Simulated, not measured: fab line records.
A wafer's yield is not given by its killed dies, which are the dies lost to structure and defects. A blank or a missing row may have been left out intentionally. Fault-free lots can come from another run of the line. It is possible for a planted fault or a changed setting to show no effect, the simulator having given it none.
Matching of chambers | flow nand harc | NHARC_A_STAIRCASE_ETCH_271 on rie diel-11 has 4 sister chambers
The step etches the open film in CF4/CHF3. 4 wafers are shown with their chamber, then 7 later ones without.

## WAFERS PAIRED WITH THEIR CHAMBERS
wafer  | chamber | drypump motor current A (A)
L083.5 | 3       | 5.89
L083.6 | 0       | 6.16
L085.1 | 1       | 5.47
L085.2 | 2       | 5.92

## WAFERS MISSING THEIR CHAMBER
wafer  | drypump motor current A (A)
L085.6 | 5.94
L091.1 | 5.93
L091.3 | 5.96
L091.6 | 5.94
L097.2 | 6.21
L097.4 | 5.93
L097.5 | 5.88

## WHICH CHAMBER EACH WENT THROUGH
wafer  | from the rows above     | in truth
L085.6 | can't be placed: 2 or 3 | 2
L091.1 | can't be placed: 2 or 3 | 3
L091.3 | can't be placed: 2 or 3 | 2
L091.6 | can't be placed: 2 or 3 | 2
L097.2 | 0                       | 0
L097.4 | can't be placed: 2 or 3 | 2
L097.5 | can't be placed: 3 or 2 | 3
Placed correctly: 1 of 7. Can't be placed from these rows: 6 (the true chamber is among the candidates in 6). Placed wrongly: 0.
How it was worked out, from the rows above alone: a wafer's distance from a chamber is the root of the sum, over the readings, of the square of ((its reading less the chamber's mean) divided by the reading's scatter). If the next closest chamber is less than 2 further off than the closest, the wafer can't be placed; otherwise it belongs to the closest. A chamber's mean is the mean of its shown wafers. The scatter: with one shown wafer a chamber, the root of the mean of the squares of how far each hidden wafer lies from its nearest shown one.
